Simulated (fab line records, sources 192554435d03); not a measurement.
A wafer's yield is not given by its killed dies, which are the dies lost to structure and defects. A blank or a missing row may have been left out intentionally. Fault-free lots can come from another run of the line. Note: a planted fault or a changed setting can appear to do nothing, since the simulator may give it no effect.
fab line records    flow n5-finfet
record: lots: 4  wafers: 10  last-day: 15
route steps=1938 shown SD_EPI_N@275 SD_EPI_P@295 BEOL_M4@1111 PASSIVATION@1936
lots that met no fault: from a run of the same line without faults
start-h: hours from the record's opening day to when the first of the lot's shown wafers began    wait-h: hours elapsed since this lot's preceding step    " the same as in the row above    L1.1+2: one row covering several wafers at once    - no value, or no start given    * or withheld: withheld    < > ~ a bound
route shown NAME@n: a module of which the file shows steps, and the number in the route of the first    usual: mean/standard deviation taken from wafers without a fault    same: alike in all rows    chamber/n: place in a boat    sites: the reading at each site    _std_site: the values' standard deviation    _edge_site: the outer-site mean with the inner-site mean subtracted    radius-mm: for every site, how far away it sits from the centre of the wafer    mask NAME#n: copy n    behind: the last tool/chamber to shape the wafer    hold: the reason the lot was held/the length of the hold in hours/how it ended    device: names the non-switching transistor (n, p or np)    end of line: at the end of the route, the tests of the same wafers    where a step has no rows: the recipe by itself    killed: not the wafer's yield, but the dies lost to structure and defects at the first sort    map: shows each die of a wafer: x if killed, . if not, _ if none is there
set.NAME: setting as actually run; set.NAME@STEP: the setting as run at that earlier step    model.NAME: the simulator's own value behind a step, which no gauge read
a table for each step, a row for each wafer; lots at some steps of the route
services: the hour from which a tool's chamber was out of use, counted from the record's first day as start-h (under 0 if before that day), plus the number of hours and why
== steps ==
step: N5_SD_EPI_N_ETCH_35
recipe: chemistry: N2/H2  target: SOC  overetch-a: 1080  mask-material: SiARC  temp-c: 40  ion-energy-ev: 100  source-w: 3000  bias-w: 133  pressure-mtorr: 20  time-s: 486  n2-flow-sccm: 200  h2-flow-sccm: 200
step: N5_SD_EPI_N_STRIP_36
recipe: chemistry: N2/H2  temp-c: 40  n2-flow-sccm: 200  h2-flow-sccm: 200  rf-frequency-hz: 6e+07
step: N5_SD_EPI_N_ETCHBACK_44
recipe: chemistry: CH3F/O2  mode: anisotropic-etchback  target: SiNx  target-depth-a: 145  stop-on: SiO2  over-etch-frac: 0.3  ion-energy-ev: 120  pressure-mtorr: 30  source-w: 395  bias-w: 73  Ar_flow_sccm: 150  CH3F_flow_sccm: 30  O2_flow_sccm: 20
step: N5_SD_EPI_N_ETCH_45
recipe: chemistry: CH3F/O2  target: SiOCN  target-depth-a: 60  mask-material: SOC  ion-energy-ev: 60  bias-w: 29  pressure-mtorr: 15  source-w: 410  Ar_flow_sccm: 150  CH3F_flow_sccm: 30  O2_flow_sccm: 20
step: N5_SD_EPI_N_ETCH_16
recipe: chemistry: CHF3/O2  target: SiO2  target-depth-a: 50  mask-material: SOC  pressure-mtorr: 30  source-w: 650  bias-w: 170  Ar_flow_sccm: 200  CHF3_flow_sccm: 50  O2_flow_sccm: 5  ion-energy-ev: 200
step: N5_SD_EPI_N_STRIP_47
recipe: chemistry: CHF3/O2  resist: SiARC  rf-frequency-hz: 6e+07
step: N5_SD_EPI_N_SD_RECESS_17
recipe: chemistry: HBr/Cl2/O2  target-depth-a: 410  mask-material: SOC  time-s: 23.7  bt-time-s: 3  pressure-mtorr: 10  icp-w: 800  bias-w: 112  HBr_flow_sccm: 150  Cl2_flow_sccm: 80  O2_flow_sccm: 12
step: N5_SD_EPI_N_STRIP_38
recipe: chemistry: N2/H2  power-w: 1000  temp-c: 250  h2-frac: 0.65  overash-fraction: 0.3  pressure-mtorr: withheld  n2-flow-sccm: 1750  h2-flow-sccm: 3250
step: N5_SD_EPI_N_WET_ETCH_43
recipe: chemistry: dHF  dilution: withheld  time-s: 14  target: SiO2  target-depth-a: 15  temp-c: 25
step: N5_SD_EPI_N_STRIP_18
recipe: chemistry: SPM  time-s: 750  temp-c: 130  h2so4-h2o2-vol-ratio: 4
step: N5_SD_EPI_N_SRD_20
recipe: dry: ipa-marangoni  do-ppb: 5  time-s: 30  temp-c: 23  rinse-liquid: diw
step: N5_SD_EPI_N_PRECLEAN_48
recipe: chemistry: NF3:NH3  afs-cycles: 2  temp-c: 30  time-s: 20  sublimation-temp-c: 180  sublimation-time-s: 60  pressure-torr: 3  rf-power-w: 30
step: N5_SD_EPI_N_VAPOR_ETCH_50
recipe: chemistry: HCl  target: Si  temp-c: 775  time-s: 54  pressure-torr: 20  mode: isotropic
usual: throttle-valve-pct: 12.08/0.21
lot.wafer  tool          chamber  start-h  wait-h  throttle-valve-pct
L839.1     epi-rpcvd-03  0        81.65    0.3     12.04
L839.2     "             0        "        "       11.94
L839.3     "             0        "        "       11.85
L843.3     epi-rpcvd-02  0        104.51   0.2     12.10
L843.4     "             0        "        "       11.94
L843.5     "             0        "        "       12.34
L845.3     epi-rpcvd-03  0        117.17   0.2     12.18
L845.6     "             0        "        "       11.74
L849.2     epi-rpcvd-03  0        145.36   0.3     11.90
L849.3     "             0        "        "       11.94
step: N5_SD_EPI_N_EPI_21
recipe: material: Si:P  dopant: P  temp-c: 680  pressure-torr: 255  time-s: 690
step: N5_SD_EPI_N_PRECLEAN_24
recipe: chemistry: O3/DIW  time-s: 60  temp-c: 22  o3-ppm: 10
step: N5_SD_EPI_N_SRD_25
recipe: time-s: 30  temp-c: 23  rinse-liquid: diw  dry: ipa-marangoni
step: N5_SD_EPI_N_PRECLEAN_49
recipe: chemistry: NF3:NH3  afs-cycles: 1  temp-c: 30  time-s: 20  sublimation-temp-c: 180  sublimation-time-s: 60  pressure-torr: 3  rf-power-w: 30
step: N5_SD_EPI_N_LINER_46
recipe: material: SiNx  target-thk-a: 30  temp-c: 400  ald-precursor-family: SiH2I2  ald-co-reactant: N2/H2-plasma  pressure-torr: 2
step: N5_SD_EPI_P_COAT_34
recipe: resist: SOC  temp-c: 250  time-s: 60  spin-rpm: 1500  resist-thk-nm: 350
step: N5_SD_EPI_P_COAT_35
recipe: resist: SiARC  temp-c: 220  time-s: 60  spin-rpm: 1500  resist-thk-nm: 35
step: N5_SD_EPI_P_COAT_03
recipe: resist: CAR-ArF-block  spin-rpm: 1500  resist-thk-nm: 150
step: N5_SD_EPI_P_EBR_05
recipe: solvent: PGMEA  ebr-width-mm: 1.5
step: N5_SD_EPI_P_SOFTBAKE_04
recipe: temp-c: 110  time-s: 60  resist: CAR-ArF-block
step: N5_SD_EPI_P_EXPOSE_06
recipe: mask-id: SD_P_BLK  na: 1.35  source-shape: conventional  sigma-outer: 0.8  polarization: unpolarized  target-cd-nm: 240  dose-mj: 39.5
step: N5_SD_EPI_P_PEB_07
recipe: peb-temp-c: 110  peb-time-s: 60  resist: CAR-ArF-block
step: N5_SD_EPI_P_DEVELOP_08
recipe: develop-time-s: 30  developer: TMAH  resist: CAR-ArF-block  dev-temp-c: 23  rinse-liquid: diw  dry: air-spin
step: N5_SD_EPI_P_DESCUM_14
recipe: chemistry: O2  time-s: 7.9  source-power-w: 50  bias-power-w: 20  pressure-mtorr: 20  rf-frequency-hz: 2.712e+07  temp-c: 40  resist: CAR-ArF-block  o2-flow-sccm: 225
step: N5_SD_EPI_P_ETCH_36
recipe: chemistry: CF4  target: SiARC  target-depth-a: 455  mask-material: CAR-ArF-block  time-s: 75.8  ion-energy-ev: 80  pressure-mtorr: 40  source-w: 545  bias-w: 36  Ar_flow_sccm: 100  cf4-flow-sccm: 100  ends: cleared
step: N5_SD_EPI_P_ETCH_37
recipe: chemistry: N2/H2  target: SOC  overetch-a: 1080  mask-material: SiARC  temp-c: 40  ion-energy-ev: 100  source-w: 3000  bias-w: 133  pressure-mtorr: 20  time-s: 486  n2-flow-sccm: 200  h2-flow-sccm: 200  ends: end-point
step: N5_SD_EPI_P_STRIP_38
recipe: chemistry: N2/H2  temp-c: 40  n2-flow-sccm: 200  h2-flow-sccm: 200  rf-frequency-hz: 6e+07
step: N5_SD_EPI_P_ETCHBACK_46
recipe: chemistry: CH3F/O2  mode: anisotropic-etchback  target: SiNx  target-depth-a: 175  stop-on: SiO2  over-etch-frac: 0.3  ion-energy-ev: 120  pressure-mtorr: 30  source-w: 395  bias-w: 73  Ar_flow_sccm: 150  CH3F_flow_sccm: 30  O2_flow_sccm: 20
step: N5_SD_EPI_P_ETCH_47
recipe: chemistry: CH3F/O2  target: SiOCN  target-depth-a: 250  mask-material: SOC  ion-energy-ev: 60  bias-w: 29  pressure-mtorr: 30  source-w: 410  Ar_flow_sccm: 150  CH3F_flow_sccm: 30  O2_flow_sccm: 20
step: N5_SD_EPI_P_ETCH_16
recipe: chemistry: CHF3/O2  target: SiO2  target-depth-a: 50  mask-material: SOC  pressure-mtorr: 30  source-w: 650  bias-w: 170  Ar_flow_sccm: 200  CHF3_flow_sccm: 50  O2_flow_sccm: 5  ion-energy-ev: 200
step: N5_SD_EPI_P_STRIP_50
recipe: chemistry: CHF3/O2  resist: SiARC  rf-frequency-hz: 6e+07
step: N5_SD_EPI_P_SD_RECESS_17
recipe: chemistry: HBr/Cl2/O2  target-depth-a: 391  bt-time-s: 3  pressure-mtorr: 10  icp-w: 800  bias-w: 112  HBr_flow_sccm: 150  Cl2_flow_sccm: 80  O2_flow_sccm: 12
step: N5_SD_EPI_P_WET_ETCH_45
recipe: chemistry: dHF  dilution: withheld  time-s: 10.7  target: SiO2  target-depth-a: 20  temp-c: 25  dry: ipa-marangoni  rinse-time-s: 30  rinse-temp-c: 23
step: N5_SD_EPI_P_STRIP_40
recipe: chemistry: N2/H2  power-w: 1000  temp-c: 250  h2-frac: 0.65  overash-fraction: 0.3  pressure-mtorr: withheld  n2-flow-sccm: 1750  h2-flow-sccm: 3250
step: N5_BEOL_M4_RC_MEAS_101
usual: CJ_N: 4.35/0.069  DIBL_N: 36.4/1.5  DIBL_P: 36.4/1.6  IOFF_N: 0.164/0.025  IOFF_N_85C: 3.2/0.39  IOFF_N_LIN: 0.075/0.0096  IOFF_P: 0.214/0.028  ION_N: 675/9.9  ION_P: 463/6.5  REXT_N: 75.2/1.5  SS_N: 71.5/0.5  SS_P: 73.3/0.56  VT_N: 249.2/2.7  VT_N_LVT: 98.0/2.9  VT_P: -250.1/2.8
lot.wafer  tool       chamber  start-h  wait-h  CJ_N  DIBL_N[mV/V]  DIBL_P[mV/V]  IOFF_N[nA/um]  IOFF_N_85C[nA/um]  IOFF_N_LIN[nA/um]  IOFF_P[nA/um]  ION_N[uA/um]  ION_P[uA/um]  REXT_N[ohm.um]  SS_N[mV/dec]  SS_P[mV/dec]  VT_N[mV]  VT_N_LVT[mV]  VT_P[mV]
L839.1     prober-01  0        195.37   0.0     4.42  39.4          37.2          0.204          3.9                0.089              0.238          702           475           78.0            72.0          73.7          246.6     93.4          -247.6
L839.2     "          0        "        "       4.43  37.3          35.1          0.166          3.3                0.074              0.205          679           461           77.8            71.6          73.0          250.2     97.8          -251.2
L839.3     "          0        "        "       4.47  38.9          35.5          0.195          3.7                0.082              0.217          683           458           79.0            72.0          73.9          246.6     95.3          -249.3
L843.3     prober-01  0        217.04   0.7     4.35  39.7          37.6          0.209          3.8                0.091              0.271          684           466           74.7            71.9          73.5          245.3     94.0          -248.5
L843.4     "          0        "        "       4.29  38.3          35.7          0.169          3.2                0.076              0.232          668           461           75.2            71.8          73.3          249.4     96.9          -246.0
L843.5     "          0        "        "       4.34  38.1          35.4          0.169          3.2                0.077              0.235          669           465           76.0            72.3          73.1          248.2     97.2          -247.4
L845.3     prober-01  0        234.86   0.3     4.10  29.3          34.8          0.083          1.7                0.044              0.226          620           463           92.8            70.2          72.4          259.1     108.5         -247.0
L845.6     "          0        "        "       4.12  29.7          35.3          0.084          1.8                0.045              0.229          617           466           93.0            70.3          72.8          261.8     108.6         -248.4
L849.2     prober-02  0        265.09   0.2     4.43  36.7          35.9          0.172          3.3                0.076              0.212          678           460           73.5            71.6          73.2          250.0     98.3          -252.2
L849.3     "          0        "        "       4.26  29.8          34.0          0.079          1.7                0.042              0.185          625           466           89.7            69.8          72.5          262.1     109.5         -249.8
step: N5_PASSIVATION_PROBE_49
usual: defect-limited-yield: 91.1/1.4  killed_at_M0_to_M3: 35/8.7  killed_at_M4_up: 14/5.3  killed-at-contacts: 12/6.2  killed-at-front-end: 41/12  killed-at-other: 3.4/2.6  killed-dies: 105/16  killed-on-rim: 14/3.8  killed-open: 67/13  killed-short: 36/7.3  sort_bin_5_function: 5.2/0.96  sort_bin_6_memory: 3.3/0.6  sort_bin_8_speed: 0/0  sort-n-pass: 1075/16  sort-yield-pct: 91.1/1.4
same: gross-dies: 1180  killed-at-back-side: 0  sort_bin_4_leakage[%]: 0
lot.wafer  tool       chamber  start-h  wait-h  defect-limited-yield[%]  killed_at_M0_to_M3  killed_at_M4_up  killed-at-contacts  killed-at-front-end  killed-at-other  killed-dies  killed-on-rim  killed-open  killed-short  sort_bin_5_function[%]  sort_bin_6_memory[%]  sort_bin_8_speed[%]  sort-n-pass  sort-yield-pct[%]
L839.1     prober-01  -        290.52   0.2     90.7                     42                  8                9                   50                   1                110          13             77           32            5.0                     3.8                   0                    1070         90.7
L839.2     prober-01  -        290.57   0.3     88.9                     48                  11               10                  62                   0                131          13             84           47            6.9                     3.6                   0                    1049         88.9
L839.3     prober-01  -        290.62   0.3     90.4                     40                  5                13                  55                   0                113          16             64           48            5.8                     3.5                   0                    1067         90.4
L843.3     prober-02  -        318.02   0.1     89.6                     41                  25               15                  39                   3                123          20             80           40            6.3                     4.1                   0                    1057         89.6
L843.4     prober-02  -        318.07   0.2     91.4                     43                  12               8                   38                   0                101          8              66           34            5.1                     3.2                   0                    1079         91.4
L843.5     prober-02  -        318.12   0.2     91.5                     29                  21               9                   38                   3                100          14             69           28            4.7                     3.3                   0                    1080         91.5
L845.3     prober-01  -        336.20   0.1     90.8                     48                  8                11                  38                   3                108          17             58           49            5.3                     3.3                   66.44                288          24.4
L845.6     prober-01  -        336.35   0.3     92.4                     37                  11               7                   34                   1                90           5              66           22            4.3                     3.0                   64.49                329          27.9
L849.2     prober-02  -        368.35   0.1     90.9                     33                  19               17                  32                   6                107          15             78           29            4.8                     4.1                   0                    1073         90.9
L849.3     prober-02  -        368.40   0.1     90.8                     40                  27               10                  28                   4                109          12             76           32            5.3                     3.3                   8.39                 972          82.4
killed by level:class
L839.1 FIN_SAQP:geometric-particle:open=19 BEOL_M1:geometric-particle:open=11 BEOL_M0_SAQP:geometric-particle:open=10 FIN_SAQP:geometric-particle:short=8 MOL_CONTACT_COAG:geometric-particle:open=8 DUMMY_GATE:geometric-particle:open=7 BEOL_M0_SAQP:geometric-particle:short=6 STI_FIN_REVEAL:geometric-particle:open=5
L839.2 FIN_SAQP:geometric-particle:open=31 BEOL_M0_SAQP:geometric-particle:short=18 BEOL_M0_SAQP:geometric-particle:open=16 FIN_SAQP:geometric-particle:short=13 MOL_CONTACT_COAG:geometric-particle:open=8 BEOL_M2:geometric-particle:open=6 BEOL_M1:geometric-particle:open=4 STARTING-WAFER:geometric-particle:open=3
L839.3 FIN_SAQP:geometric-particle:open=21 FIN_SAQP:geometric-particle:short=11 MOL_CONTACT_COAG:geometric-particle:open=11 BEOL_M0_SAQP:geometric-particle:short=9 GATE_CUT:geometric-particle:short=8 BEOL_M2:geometric-particle:short=8 BEOL_M3:geometric-particle:open=7 BEOL_M1:geometric-particle:open=6
L843.3 BEOL_M3:geometric-particle:open=12 BEOL_M4:geometric-particle:open=11 MOL_CONTACT_COAG:geometric-particle:open=10 BEOL_M2:geometric-particle:open=7 FIN_SAQP:geometric-particle:short=6 GATE_CUT:geometric-particle:short=6 GATE_CUT:geometric-particle:open=6 BEOL_M0_SAQP:geometric-particle:open=6
L843.4 BEOL_M0_SAQP:geometric-particle:short=13 BEOL_M0_SAQP:geometric-particle:open=10 BEOL_M3:geometric-particle:open=9 MOL_CONTACT_COAG:geometric-particle:open=8 GATE_CUT:geometric-particle:short=6 GATE_CUT:geometric-particle:open=6 BEOL_M1:geometric-particle:open=6 FIN_SAQP:geometric-particle:short=5
L843.5 FIN_SAQP:geometric-particle:open=10 STI_FIN_REVEAL:geometric-particle:open=10 BEOL_M2:geometric-particle:open=8 MOL_CONTACT_COAG:geometric-particle:open=7 BEOL_M4:geometric-particle:open=7 FIN_SAQP:geometric-particle:short=5 BEOL_M5:geometric-particle:open=5 BEOL_M0_SAQP:geometric-particle:open=4
L845.3 BEOL_M0_SAQP:geometric-particle:short=17 BEOL_M0_SAQP:geometric-particle:open=13 FIN_SAQP:geometric-particle:open=9 STI_FIN_REVEAL:geometric-particle:open=8 BEOL_M1:geometric-particle:open=8 GATE_CUT:geometric-particle:short=7 MOL_CONTACT_COAG:geometric-particle:open=7 FIN_SAQP:geometric-particle:short=6
L845.6 STI_FIN_REVEAL:geometric-particle:open=9 BEOL_M2:geometric-particle:open=7 BEOL_M3:geometric-particle:open=7 DUMMY_GATE:geometric-particle:open=6 MOL_CONTACT_COAG:geometric-particle:open=6 BEOL_M0_SAQP:geometric-particle:open=6 BEOL_M0_SAQP:geometric-particle:short=5 BEOL_M4:geometric-particle:open=5
L849.2 MOL_CONTACT_COAG:geometric-particle:open=15 BEOL_M3:geometric-particle:open=9 FIN_SAQP:geometric-particle:open=7 BEOL_M0:geometric-particle:open=7 DUMMY_GATE:geometric-particle:open=6 BEOL_M4:geometric-particle:open=6 STI_FIN_REVEAL:geometric-particle:open=5 BEOL_M0_SAQP:geometric-particle:short=4
L849.3 BEOL_M4:geometric-particle:open=15 MOL_CONTACT_COAG:geometric-particle:open=8 BEOL_M3:geometric-particle:open=7 BEOL_M0_SAQP:geometric-particle:short=7 DUMMY_GATE:geometric-particle:open=6 BEOL_M2:geometric-particle:open=6 BEOL_M4:geometric-particle:short=6 STI_FIN_REVEAL:geometric-particle:open=5
map L845.3 (x killed, . not)
_________________.......x...x________________
______________.................._____________
___________......................x.__________
__________.....................x...x_________
________......x..x...x................_______
_______...x........x.........xx......x.______
______x...........x.......x...........x._____
_____..x..........x........x.............____
____.....x.........x.....................x___
___.................x......x..x............__
___...x............xx....................x.__
__..............x....x...x...x.........x...._
__x.........................x.xx..........x._
_...........x.....x..........x...........x...
_..................................x....x....
_.........x..x.........x..x..x....x.x....x...
_......................x.............x.......
_...x..x.........x.................x.........
_........................................x..x
_.....................................x....xx
_............................................
__...........x........................x....._
__...................x....xx................_
___.....xx.............x.x......x.........x__
___..............x............xx.....x.....__
____.........xx.x.x.x.....x...............___
_____...x...............x................____
______............................x....._____
_______......x.x............x.....x....______
________........xx....xx.x............_______
__________.....x....x...x..........x_________
___________.x............x.........__________
______________x..x...x.........._____________
_________________.x..........________________
map L849.3 (x killed, . not)
_________________...x..x.....________________
______________....x...x........x_____________
___________....................x...__________
__________..........x..............._________
________.......xxx......x...x....x...._______
_______................................______
______.xx..........x....x..............._____
_____.............................x......____
____x.....................................___
___...............xx..x..x...xxx....x......__
___.......x........x....x.x................__
__...........x.........................x.x.._
__.x...x...............x.....x.............._
_.........x...x............xx....x...x.......
_x....................x.......x...........x..
_.........x............................x.....
_....x.......x.x.......xx...x................
_..........................................x.
_.............................x......x....x..
_x...x...............................x.......
_.x.x.......x....x.........x....x............
__..............x..........................._
__.....x...x.....x....x...xx.............x.._
___................x.......x...............__
___..................x.....................__
____..x........x.x.........xx..........x..___
_____........x......x.......xx...........____
______........xx...........x...x.......x_____
_______x.....x...............x.........______
________.......x...x....x..x......x..._______
__________...x.x...................._________
___________....x....x........x.....__________
______________.................._____________
_________________..x.........________________
== services ==
tool          chamber  start-h  hours  kind
epi-rpcvd-03  -        118.97   8.1    pm
== key ==
first-sign: step: N5_BEOL_M4_RC_MEAS_101  reading: REXT_N  direction: up  sigmas: 11  usual: 75.2  struck: 91.8
effect: step: N5_BEOL_M4_RC_MEAS_101  reading: ION_N  direction: down  sigmas: 5.5  usual: 675  struck: 621
effect: step: N5_BEOL_M4_RC_MEAS_101  reading: DIBL_N  direction: down  sigmas: 4.7  usual: 36.4  struck: 29.6
effect: step: N5_BEOL_M4_RC_MEAS_101  reading: VT_N  direction: up  sigmas: 4.4  usual: 249.2  struck: 261.0
effect: step: N5_BEOL_M4_RC_MEAS_101  reading: VT_N_LVT  direction: up  sigmas: 3.7  usual: 98.0  struck: 108.9
effect: step: N5_BEOL_M4_RC_MEAS_101  reading: IOFF_N_85C  direction: down  sigmas: 3.7  usual: 3.2  struck: 1.8
effect: step: N5_BEOL_M4_RC_MEAS_101  reading: IOFF_N_LIN  direction: down  sigmas: 3.3  usual: 0.075  struck: 0.044
effect: step: N5_BEOL_M4_RC_MEAS_101  reading: IOFF_N  direction: down  sigmas: 3.3  usual: 0.164  struck: 0.082
effect: step: N5_BEOL_M4_RC_MEAS_101  reading: SS_N  direction: down  sigmas: 2.9  usual: 71.5  struck: 70.1
effect: step: N5_BEOL_M4_RC_MEAS_101  reading: CJ_N  direction: down  sigmas: 2.7  usual: 4.35  struck: 4.16
effect: step: N5_PASSIVATION_PROBE_49  reading: sort_bin_8_speed  direction: up  sigmas: 99+  usual: 0  struck: 46.44
met-at N5_SD_EPI_N_VAPOR_ETCH_50
struck-wafers L845.3,L845.6,L849.3
onset-between 81.65 117.17
fault: kind: process-parameter-drift  tool: epi-rpcvd-03  chamber: -  onset-h: 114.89  steps: N5_SD_EPI_N_VAPOR_ETCH_50  channel: time-s  offset: *  shape: step  end-h: 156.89  scope: struck-wafers-only  acts-in: *  stated: *
